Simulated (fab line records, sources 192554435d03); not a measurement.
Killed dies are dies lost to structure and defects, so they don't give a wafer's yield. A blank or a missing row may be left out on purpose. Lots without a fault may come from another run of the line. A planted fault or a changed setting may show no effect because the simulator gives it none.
One fault seen from 3 desks | flow n5_finfet | each desk has only its own numbers; what lay behind them comes last

THE TOOL OWNER'S DESK: ald_sin-04
The tool's own readings at N5_BEOL_M0_SAQP_SPACER1_ALD_98 (deposits SiO2, target thk 12.8 nm, pulse time 1 s, purge time 2 s): means of the sampled wafers that have a number, for each lot that ran on this tool. A lot is out of limits, marked OUT, if its mean lies more than 4 standard deviations from the usual mean; the brackets give that distance.
Columns: A = heater_power_w at N5_BEOL_M0_SAQP_SPACER1_ALD_98, usual 448 W; B = precursor_pulse_height_rel at N5_BEOL_M0_SAQP_SPACER1_ALD_98, usual 0.997
lot  | first seen here | A   | B
L333 | day 6 19:04     | 436 | 0.999
L339 | day 8 17:13     | 488 | 1.000
L345 | day 10 00:45    | 463 | 0.995
L344 | day 10 01:12    | 483 | 1.001
This desk's finding: nothing out of limits on any of the 4 lots.

THE DEFECT DESK
What the inspections along the route counted, lot by lot: means of the sampled wafers that have a number. A lot is out of limits, marked OUT, if its mean lies more than 4 standard deviations from the usual mean; the brackets give that distance.
Columns: A = raw_defect_count at N5_BEOL_M0_SAQP_INSPECT_42, usual 295; B = raw_defect_count at N5_BEOL_M0_CUTY_INSPECT_59, usual 2.0
lot  | first seen here | A   | B
L333 | day 6 22:02     | 444 | 2.3
L337 | day 7 18:11     | 281 | 1.3
L338 | day 8 10:43     | 313 | 2.7
L339 | day 8 22:23     | 219 | 3.3
L345 | day 10 04:03    | 367 | 93.3 (+70) OUT
L344 | day 10 04:29    | 330 | 89.0 (+67) OUT
L349 | day 11 06:14    | 277 | 2.0
L351 | day 11 14:40    | 334 | 2.0
This desk's finding: out of limits on L344, L345; first on L345, day 10 06:09 (raw_defect_count at N5_BEOL_M0_CUTY_INSPECT_59). In limits: L333, L337, L338, L339, L349, L351.

THE METROLOGY DESK
What the gauges read, lot by lot, whatever tool the lot ran on: means of the sampled wafers that have a number. A lot is out of limits, marked OUT, if its mean lies more than 4 standard deviations from the usual mean; the brackets give that distance. Of its 10 readings 7 are shown: those that lie furthest out on some lot.
Columns: A = DIBL_N at N5_BEOL_M4_RC_MEAS_101, usual 36.5 mV/V; B = IOFF_P at N5_BEOL_M4_RC_MEAS_101, usual 0.21 nA/um; C = ION_N at N5_BEOL_M4_RC_MEAS_101, usual 674 uA/um; D = ION_P at N5_BEOL_M4_RC_MEAS_101, usual 460 uA/um; E = SS_N at N5_BEOL_M4_RC_MEAS_101, usual 71.6 mV/dec; F = SS_P at N5_BEOL_M4_RC_MEAS_101, usual 73.4 mV/dec; G = VT_P at N5_BEOL_M4_RC_MEAS_101, usual -250 mV
lot  | first seen here | A    | B    | C   | D   | E    | F    | G
L333 | day 9 04:07     | 36.1 | 0.21 | 669 | 459 | 71.0 | 73.5 | -249
L337 | day 9 22:53     | 36.3 | 0.19 | 679 | 459 | 71.6 | 72.9 | -253
L338 | day 10 10:15    | 36.1 | 0.19 | 668 | 457 | 72.0 | 73.6 | -253
L339 | day 10 17:23    | 36.9 | 0.24 | 682 | 469 | 71.7 | 73.5 | -248
L344 | day 12 04:33    | 37.8 | 0.18 | 662 | 449 | 71.6 | 73.4 | -256
L345 | day 12 05:22    | 36.4 | 0.18 | 667 | 448 | 71.5 | 72.8 | -255
L349 | day 13 07:11    | 35.5 | 0.23 | 674 | 466 | 71.6 | 73.1 | -246
L351 | day 13 20:43    | 35.7 | 0.20 | 661 | 454 | 72.0 | 72.3 | -251
This desk's finding: nothing out of limits on any of the 8 lots.

PUT TOGETHER
The defect desk could have raised an alarm at day 10 06:09, on L344, L345.
The tool owner's desk saw nothing out of limits.
The metrology desk saw nothing out of limits.
The tool owner's desk has L344, L345 on record, within its limits.
The metrology desk has L344, L345 on record, within its limits.
Of the lots named, all ran N5_BEOL_M0_SAQP_SPACER1_ALD_98 on ald_sin-04.

WHAT THE SIMULATOR HAD PUT IN
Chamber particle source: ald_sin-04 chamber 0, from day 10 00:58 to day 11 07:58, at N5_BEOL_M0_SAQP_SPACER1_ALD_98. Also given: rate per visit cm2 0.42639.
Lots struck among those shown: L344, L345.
Hours from the fault's start to each desk's first reading out of limits: the defect desk, 5.
